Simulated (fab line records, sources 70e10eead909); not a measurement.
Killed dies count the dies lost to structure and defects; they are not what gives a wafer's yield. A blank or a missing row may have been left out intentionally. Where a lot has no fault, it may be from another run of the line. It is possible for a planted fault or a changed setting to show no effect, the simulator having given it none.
What tool caused it?	flow nandHarc	60 wafers from 20 lots sampled at 5 of the route's 1302 steps

== WHAT THE GAUGES SHOWED, per wafer ==
NHARC_P_CONTACT_CD_MEAS_19. Usual: cdNm reads 89.6 nm (standard deviation 1.1).
lot	measured	on	cdNm (nm)	flag
L074	day 5 23:45	cdSem-03	91.2 92.6 92.3	
L075	day 6 19:16	cdSem-01	89.4 88.9 91.0	
L076	day 6 18:38	cdSem-01	90.3 87.7 88.7	
L077	day 7 07:28	cdSem-03	89.8 89.9 88.9	
L078	day 7 12:41	cdSem-01	88.9 89.3 88.3	
L079	day 8 04:51	cdSem-01	89.1 89.2 87.9	
L081	day 8 20:02	cdSem-03	89.0 88.6 89.5	
L082	day 9 08:43	cdSem-02	89.9 91.7 91.2	
L083	day 9 19:31	cdSem-02	89.1 88.7 90.0	
L085	day 10 11:37	cdSem-01	90.0 91.3 89.9	
L086	day 11 02:30	cdSem-01	89.3 88.4 89.2	
L088	day 12 02:37	cdSem-02	91.4 90.8 89.2	
L089	day 12 03:28	cdSem-02	89.2 90.9 89.0	
L090	day 12 20:40	cdSem-01	87.3 89.8 89.0	
L091	day 12 20:10	cdSem-02	90.6 89.4 89.7	
L092	day 13 10:09	cdSem-01	89.2 89.1 87.8	
L093	day 13 17:47	cdSem-03	88.2 87.3 88.5	
L094	day 14 16:44	cdSem-01	90.0 88.8 89.7	
L096	day 15 06:17	cdSem-01	88.6 90.0 90.2	
L097	day 15 12:29	cdSem-02	89.8 89.2 90.6	

== WHICH TOOL RAN EACH LOT (tool, then ch and the chambers of the sampled wafers, then the start) ==
lot	NHARC_P_ZERO_WELL_DESCUM_39	NHARC_P_ZERO_WELL_RTA_42	NHARC_P_STI_ETCH_42	NHARC_P_GATE_DESCUM_31
L074	rieDiel-04 ch 0,1, day 2 00:17	rtpAnneal-01 ch 0, day 2 02:46	rieDiel-10 ch 0,2, day 2 22:26	rieDiel-05 ch 0,2,3, day 5 02:13
L075	rieDiel-04 ch 0,1,3, day 2 10:32	rtpAnneal-02 ch 0, day 2 13:12	rieDiel-10 ch 1,3, day 3 09:28	rieDiel-06 ch 2,3, day 5 19:52
L076	rieDiel-12 ch 0,1,2, day 2 20:25	rtpAnneal-02 ch 0, day 2 23:09	rieDiel-10 ch 0,1,3, day 3 16:52	rieDiel-05 ch 0,1,2, day 5 19:41
L077	rieDiel-04 ch 0,2, day 3 06:29	rtpAnneal-02 ch 0, day 3 09:15	rieDiel-01 ch 0,1, day 4 02:09	rieDiel-05 ch 0,1,2, day 6 10:32
L078	rieDiel-12 ch 0,1, day 3 16:24	rtpAnneal-02 ch 0, day 3 19:02	rieDiel-08 ch 0,3, day 4 10:36	rieDiel-03 ch 0,2, day 6 13:26
L079	rieDiel-04 ch 0,2, day 4 02:24	rtpAnneal-01 ch 0, day 4 05:13	rieDiel-08 ch 1,2,3, day 4 22:53	rieDiel-03 ch 1,3, day 7 05:20
L081	rieDiel-04 ch 0,2,3, day 4 22:44	rtpAnneal-02 ch 0, day 5 01:33	rieDiel-08 ch 0,2, day 5 17:43	rieDiel-03 ch 0,1,3, day 7 22:39
L082	rieDiel-12 ch 0,1,2, day 5 08:28	rtpAnneal-02 ch 0, day 5 11:20	rieDiel-10 ch 2,3, day 6 03:50	rieDiel-03 ch 1,2,3, day 8 11:23
L083	rieDiel-04 ch 0,1,2, day 5 18:28	rtpAnneal-02 ch 0, day 5 21:08	rieDiel-08 ch 0,1,2, day 6 13:28	rieDiel-03 ch 0,3, day 8 20:14
L085	rieDiel-12 ch 0,1,2, day 6 14:22	rtpAnneal-01 ch 0, day 6 16:58	rieDiel-10 ch 1,2,3, day 7 09:57	rieDiel-06 ch 0,2, day 9 14:47
L086	rieDiel-04 ch 0,2,3, day 7 01:18	rtpAnneal-02 ch 0, day 7 04:04	rieDiel-08 ch 0,1,3, day 7 21:28	rieDiel-06 ch 1,2,3, day 10 05:27
L088	rieDiel-07 ch 2,3, day 7 20:27	rtpAnneal-02 ch 0, day 7 23:18	rieDiel-10 ch 0,1,3, day 8 16:56	rieDiel-06 ch 0,1,2, day 11 06:02
L089	rieDiel-07 ch 0,1,2, day 8 06:20	rtpAnneal-02 ch 0, day 8 09:08	rieDiel-01 ch 1,2,3, day 9 01:59	rieDiel-06 ch 0,1,2, day 11 06:41
L090	rieDiel-12 ch 1,2, day 8 16:26	rtpAnneal-02 ch 0, day 8 19:02	rieDiel-08 ch 1,2, day 9 13:30	rieDiel-03 ch 0,2, day 11 23:29
L091	rieDiel-07 ch 0,3, day 9 02:32	rtpAnneal-02 ch 0, day 9 05:15	rieDiel-01 ch 1,2, day 9 21:19	rieDiel-06 ch 0,1,2, day 11 23:17
L092	rieDiel-12 ch 0,1,2, day 9 12:25	rtpAnneal-01 ch 0, day 9 15:14	rieDiel-08 ch 1,3, day 10 10:07	rieDiel-05 ch 0,1,3, day 12 12:59
L093	rieDiel-04 ch 0,1,3, day 9 22:16	rtpAnneal-01 ch 0, day 10 00:44	rieDiel-01 ch 0,1,2, day 10 19:05	rieDiel-06 ch 0,2,3, day 12 20:47
L094	rieDiel-04 ch 0,1,2, day 10 11:29	rtpAnneal-02 ch 0, day 10 14:13	rieDiel-01 ch 2,3, day 11 08:11	rieDiel-05 ch 0,2,3, day 13 19:44
L096	rieDiel-07 ch 0,3, day 11 04:19	rtpAnneal-01 ch 0, day 11 07:11	rieDiel-10 ch 0,1,3, day 12 00:47	rieDiel-06 ch 0,2,3, day 14 09:14
L097	rieDiel-04 ch 1,2,3, day 11 14:23	rtpAnneal-02 ch 0, day 11 17:10	rieDiel-01 ch 1,2, day 12 08:58	rieDiel-05 ch 0,3, day 14 15:21
- NHARC_P_ZERO_WELL_DESCUM_39: chemistry O2, time 3 s.
- NHARC_P_ZERO_WELL_RTA_42: time 300 s.
- NHARC_P_STI_ETCH_42: etches the open film in N2/H2, target depth 80 nm, overetch 24 nm, time 61 s.
- NHARC_P_GATE_DESCUM_31: chemistry O2, time 3 s.

== AS READ BY THE TOOLS THEMSELVES (means over the sampled wafers that have a number; for cases with no such wafer, the mark the record gives instead) ==
NHARC_P_ZERO_WELL_DESCUM_39. Usual: drypumpMotorCurrentA 5.8 A, standard deviation 0.38; o2FlowSccm 200.1 sccm, standard deviation 0.56; oesProductAu 0.998 a.u., standard deviation 0.0073; rfVppV 57.5 V, standard deviation 0.83; showerheadPlenumPTorr 1.86 Torr, standard deviation 0.056; throttleValvePct 11.311 %, standard deviation 0.0099.
lot	tool	drypumpMotorCurrentA (A)	o2FlowSccm (sccm)	oesProductAu (a.u.)	rfVppV (V)	showerheadPlenumPTorr (Torr)	throttleValvePct (%)	flag
L074	rieDiel-04	5.7	199.9	0.998	56.6	1.80	11.308	
L075	rieDiel-04	5.9	200.0	0.990	57.5	1.84	11.303	
L076	rieDiel-12	5.9	200.4	0.999	57.0	1.87	11.306	
L077	rieDiel-04	5.7	199.9	1.001	56.8	1.90	11.304	
L078	rieDiel-12	5.7	200.3	0.998	58.0	1.88	11.314	
L079	rieDiel-04	5.6	200.1	0.988	58.1	1.86	11.314	
L081	rieDiel-04	5.9	199.8	0.998	57.7	1.89	11.309	
L082	rieDiel-12	6.0	199.5	0.993	56.9	1.86	11.306	
L083	rieDiel-04	5.7	200.2	1.002	56.6	1.84	11.309	
L085	rieDiel-12	5.9	199.8	1.006	58.0	1.86	11.318	
L086	rieDiel-04	5.9	200.3	0.995	56.7	1.89	11.314	
L088	rieDiel-07	5.4	200.3	0.995	57.7	1.87	11.310	
L089	rieDiel-07	5.5	199.6	0.994	57.1	1.84	11.315	
L090	rieDiel-12	5.5	200.7	0.992	57.4	1.87	11.311	
L091	rieDiel-07	5.5	200.0	0.999	57.4	1.84	11.315	
L092	rieDiel-12	5.9	199.5	1.003	57.9	1.85	11.306	
L093	rieDiel-04	5.9	199.4	0.996	57.5	1.83	11.309	
L094	rieDiel-04	5.7	199.9	1.001	57.5	1.83	11.307	
L096	rieDiel-07	5.4	200.2	1.002	57.5	1.83	11.307	
L097	rieDiel-04	5.9	200.4	1.001	57.6	1.87	11.312	

NHARC_P_ZERO_WELL_RTA_42. Usual: lampPowerPct 40.1 %, standard deviation 0.7; lamp_zone_1_pct 40.1 %, standard deviation 0.7; lamp_zone_2_pct 40.1 %, standard deviation 0.7; lamp_zone_5_pct 40.1 %, standard deviation 0.7; lamp_zone_6_pct 40.1 %, standard deviation 0.7; wafer_temp_C_max 1104.8, standard deviation 1.2.
lot	tool	lampPowerPct (%)	lamp_zone_1_pct (%)	lamp_zone_2_pct (%)	lamp_zone_5_pct (%)	lamp_zone_6_pct (%)	wafer_temp_C_max	flag
L074	rtpAnneal-01	39.2	39.2	39.2	39.2	39.2	1104.3	
L075	rtpAnneal-02	40.6	40.6	40.6	40.7	40.6	1106.3	
L076	rtpAnneal-02	40.7	40.7	40.7	40.6	40.6	1103.9	
L077	rtpAnneal-02	40.7	40.6	40.7	40.6	40.7	1105.5	
L078	rtpAnneal-02	40.6	40.6	40.6	40.6	40.6	1105.3	
L079	rtpAnneal-01	39.2	39.2	39.2	39.1	39.1	1103.8	
L081	rtpAnneal-02	40.6	40.6	40.6	40.6	40.6	1104.9	
L082	rtpAnneal-02	40.6	40.5	40.6	40.6	40.5	1104.7	
L083	rtpAnneal-02	40.5	40.6	40.5	40.5	40.5	1105.7	
L085	rtpAnneal-01	39.1	39.1	39.1	39.1	39.1	1103.2	
L086	rtpAnneal-02	40.6	40.6	40.7	40.6	40.6	1107.0	
L088	rtpAnneal-02	40.6	40.6	40.6	40.7	40.6	1105.0	
L089	rtpAnneal-02	40.7	40.7	40.7	40.6	40.6	1105.3	
L090	rtpAnneal-02	40.5	40.5	40.5	40.6	40.5	1105.1	
L091	rtpAnneal-02	40.7	40.7	40.6	40.7	40.7	1106.1	
L092	rtpAnneal-01	39.2	39.2	39.2	39.2	39.2	1103.8	
L093	rtpAnneal-01	39.2	39.2	39.2	39.3	39.2	1104.3	
L094	rtpAnneal-02	40.6	40.7	40.7	40.7	40.6	1105.5	
L096	rtpAnneal-01	39.1	39.2	39.2	39.2	39.2	1103.9	
L097	rtpAnneal-02	40.7	40.7	40.7	40.7	40.6	1105.1	

NHARC_P_STI_ETCH_42. Usual: drypumpMotorCurrentA 5.6 A, standard deviation 0.38; oesProductAu 1.000 a.u., standard deviation 0.0075; rfVppV 430 V, standard deviation 3; showerheadPlenumPTorr 2.03 Torr, standard deviation 0.11; throttleValvePct 14.170 %, standard deviation 0.0092.
lot	tool	drypumpMotorCurrentA (A)	oesProductAu (a.u.)	rfVppV (V)	showerheadPlenumPTorr (Torr)	throttleValvePct (%)	flag
L074	rieDiel-10	5.2	1.004	434	2.14	14.172	
L075	rieDiel-10	5.5	0.990	428	1.94	14.171	
L076	rieDiel-10	5.5	0.997	429	2.02	14.169	
L077	rieDiel-01	5.1	0.997	434	2.15	14.170	
L078	rieDiel-08	5.5	1.001	428	1.95	14.157	
L079	rieDiel-08	5.7	1.004	430	2.01	14.171	
L081	rieDiel-08	6.0	1.007	428	1.94	14.174	
L082	rieDiel-10	5.3	0.998	431	2.07	14.172	
L083	rieDiel-08	5.9	1.003	431	2.02	14.176	
L085	rieDiel-10	5.4	0.992	430	2.00	14.168	
L086	rieDiel-08	5.7	1.005	430	2.03	14.163	
L088	rieDiel-10	5.5	0.994	430	2.02	14.169	
L089	rieDiel-01	5.5	1.003	432	2.07	14.167	
L090	rieDiel-08	5.9	1.012	430	2.00	14.179	
L091	rieDiel-01	5.9	1.005	429	2.00	14.171	
L092	rieDiel-08	5.6	1.000	432	2.09	14.184	
L093	rieDiel-01	5.4	1.003	433	2.09	14.169	
L094	rieDiel-01	5.5	0.996	431	2.07	14.173	
L096	rieDiel-10	5.5	1.012	429	2.02	14.163	
L097	rieDiel-01	5.9	1.002	429	2.00	14.176	

NHARC_P_GATE_DESCUM_31. Usual: drypumpMotorCurrentA 5.7 A, standard deviation 0.4; o2FlowSccm 200.0 sccm, standard deviation 0.63; oesProductAu 1.001 a.u., standard deviation 0.0076; rfVppV 57.8 V, standard deviation 0.98; showerheadPlenumPTorr 1.89 Torr, standard deviation 0.1; throttleValvePct 11.311 %, standard deviation 0.0097.
lot	tool	drypumpMotorCurrentA (A)	o2FlowSccm (sccm)	oesProductAu (a.u.)	rfVppV (V)	showerheadPlenumPTorr (Torr)	throttleValvePct (%)	flag
L074	rieDiel-05	5.6	199.7	0.993	58.4	1.95	11.306	
L075	rieDiel-06	5.4	200.0	1.004	57.5	1.85	11.298	
L076	rieDiel-05	5.4	199.8	0.997	58.3	2.00	11.316	
L077	rieDiel-05	5.4	200.3	1.002	58.3	2.00	11.301	
L078	rieDiel-03	6.1	200.4	0.998	57.1	1.80	11.311	
L079	rieDiel-03	5.7	199.6	1.000	58.8	1.85	11.310	
L081	rieDiel-03	6.1	199.9	0.999	57.1	1.83	11.312	
L082	rieDiel-03	5.8	200.1	1.003	57.9	1.83	11.310	
L083	rieDiel-03	5.6	199.3	0.996	57.2	1.84	11.305	
L085	rieDiel-06	5.2	200.4	0.998	56.4	1.80	11.310	
L086	rieDiel-06	5.6	199.9	0.996	58.2	1.94	11.315	
L088	rieDiel-06	5.4	199.7	1.009	58.3	1.88	11.316	
L089	rieDiel-06	5.4	200.4	1.004	58.3	1.88	11.307	
L090	rieDiel-03	6.1	200.3	1.007	57.8	1.80	11.305	
L091	rieDiel-06	5.5	199.8	1.005	57.2	1.88	11.302	
L092	rieDiel-05	5.5	200.1	1.001	57.3	1.91	11.312	
L093	rieDiel-06	5.6	200.3	0.998	58.2	1.85	11.314	
L094	rieDiel-05	5.6	199.6	0.996	58.3	1.95	11.304	
L096	rieDiel-06	5.5	200.5	1.000	57.2	1.85	11.310	
L097	rieDiel-05	5.4	200.0	1.000	57.8	1.95	11.312	

== THE ANSWER, worked out from the rows above alone ==
Rule: a lot counts as off when the mean over its wafers that have a number is more than 3 standard deviations away from the usual mean. Also off: a lot with no number at a reading for which 4 or more lots have one. Where the step has rows for the other lots, those lots are counted as sound. The gauges are gone through in route order, then the tools' own readings, and for those a lot's mean is taken as printed above. At the first step where some lot is off, the reading lying furthest off is the one used; lots without a number count as furthest.
Nothing can be told from this: no lot is off at any reading shown.

== WHAT THE SIMULATOR HAD PUT IN ==
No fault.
